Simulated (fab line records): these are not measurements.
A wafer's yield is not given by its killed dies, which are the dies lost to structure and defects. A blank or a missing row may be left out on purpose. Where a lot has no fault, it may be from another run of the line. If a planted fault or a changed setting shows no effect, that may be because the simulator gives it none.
A struck lot beside a sound one / flow n5-finfet / 16 out of 1938 route steps
Sound: these wafers, L164.1, L164.4, L164.6. Struck: wafers L175.4, L175.5, L175.6. The cause comes at the end.
Each step with rows lists, per side, the tool, then ch with its chambers, then its first start. Under that, the readings that differ: sound wafers / struck wafers / difference of the means / sigmas: that difference in standard deviations of wafers without a fault.
alike: same words and numbers on both sides, and readings whose means sit less than 2 such deviations apart. not compared: any withheld reading, any reading some wafer has no value for, any bound like >300 that may hide the same value, and any number with overlapping values for which the record gives no deviation.
The two part at a step that has a row with sigmas, a row that says differs or no value, or rows on one side only. Numbers that have no deviation but don't overlap get no sigmas and don't part them. Lack of a reading on every wafer of one side parts them only where that side has two or more wafers.

N5_BEOL_M4_STRIP_36: strips in N2/H2.
  sound on rie-diel-05 ch 0,1,3, day 9 12:03; struck on rie-diel-02 ch 1,2, day 12 01:55
  alike: drypump-motor-current-A, n2-flow-sccm, oes-product-au, rf-vpp-V, showerhead-plenum-p-Torr, throttle-valve-pct
  not compared: rf-hours-counter-h
N5_BEOL_M4_TRENCH_ETCH_37: etches SiOC in C4F6/O2, target depth 55.555 nm, time 29.2 s.
  sound on rie-diel-05 ch 0,1,3; struck on rie-diel-02 ch 1,2
  alike: bias-w, drypump-motor-current-A, oes-product-au, rf-vpp-V, showerhead-plenum-p-Torr, throttle-valve-pct
  not compared: rf-hours-counter-h
N5_BEOL_M4_ETCH_41: etches SiCN in CH3F/O2, target depth 29.9 nm, time 52.5 s.
  sound on rie-diel-05 ch 0,1,3; struck on rie-diel-02 ch 1,2
  alike: bias-w, drypump-motor-current-A, oes-product-au, rf-vpp-V, showerhead-plenum-p-Torr, throttle-valve-pct
  not compared: rf-hours-counter-h
then, 1 step without rows for these wafers: N5_BEOL_M4_STRIP_97 (strips in N2/H2, time 10 s).
N5_BEOL_M4_OCD_MEAS_38:
  sound on ocd-01 at day 9 12:14; struck on ocd-01 at day 12 02:11
  alike: trench-depth-nm
then, 4 steps without rows for these wafers: N5_BEOL_M4_HM_STRIP_39 (strips TiN in peroxide tin strip, target depth 25 nm, time 158 s); N5_BEOL_M4_SRD_40 (time 30 s); N5_BEOL_M4_PRECLEAN_42 (cleans in residue remover, time 60 s); N5_BEOL_M4_SRD_43 (time 30 s).
N5_BEOL_M4_CD_MEAS_35: target cd 18 nm, target cd y 22.4 nm.
  sound on cd-sem-02 at day 9 12:23; struck on cd-sem-03 at day 12 02:20
  alike: cd-nm
N5_BEOL_M4_DEGAS_44: time 60 s.
  sound on pvd-sputter-03 at day 9 12:52; struck on pvd-sputter-02 at day 12 02:47
  alike: heater-power-w
N5_BEOL_M4_PRE_CLEAN_45: time 30 s.
  sound on pvd-sputter-03 at day 9 12:54; struck on pvd-sputter-02 at day 12 02:49
  alike: heater-power-w
N5_BEOL_M4_ALD_84: deposits TaN, pulse time 2 s, purge time 3 s, co reactant purge time 2 s.
  sound on ald-metal-01 ch 0, day 9 12:59; struck on ald-metal-01 ch 0,1,2, day 12 03:00
reading=co-reactant-pulse-time-s (s); sound=3 3 3; struck=2.273 2.273 2.273; difference=-0.727; sigmas=
  alike: heater-power-w
following that, these wafers have no rows for 1 step: N5_BEOL_M4_SURFACE_TREAT_85.
N5_BEOL_M4_RC_MEAS_101:
  sound on prober-01 ch 0, day 9 16:49; struck on prober-01 ch 0, day 12 08:28
reading=ION_N (uA/um); sound=688 703 701; struck=667 670 662; difference=-31; sigmas=-2
reading=SS_N (mV/dec); sound=71.5 72.4 71.7; struck=70.7 70.9 70.1; difference=-1.3; sigmas=-2
  alike: DIBL_N, DIBL_P, IOFF_N, IOFF_P, ION_P, SS_P, VT_N, VT_P
-- record jumps: 5 days separate the struck wafers' starts on either side; left off in module BEOL_M4, taken up again in module PASSIVATION, whose first shown step is the route's number 1936 --
N5_PASSIVATION_PROBE_49:
  sound on prober-01 at day 14 01:26; struck on prober-01 at day 17 17:03
  alike: defect-limited-yield, killed_at_M0_to_M3, killed_at_M4_up, killed-at-contacts, killed-at-front-end, killed-at-other, killed-dies, killed-on-rim, killed-open, killed-short, sort_bin_5_function, sort_bin_6_memory, sort-n-pass, sort-yield-pct

## WHERE THEY PART
Within this record, at N5_BEOL_M4_RC_MEAS_101 only. Later steps at which nothing parts them and some readings are alike: N5_PASSIVATION_PROBE_49.

WHY: the cause the simulator had injected
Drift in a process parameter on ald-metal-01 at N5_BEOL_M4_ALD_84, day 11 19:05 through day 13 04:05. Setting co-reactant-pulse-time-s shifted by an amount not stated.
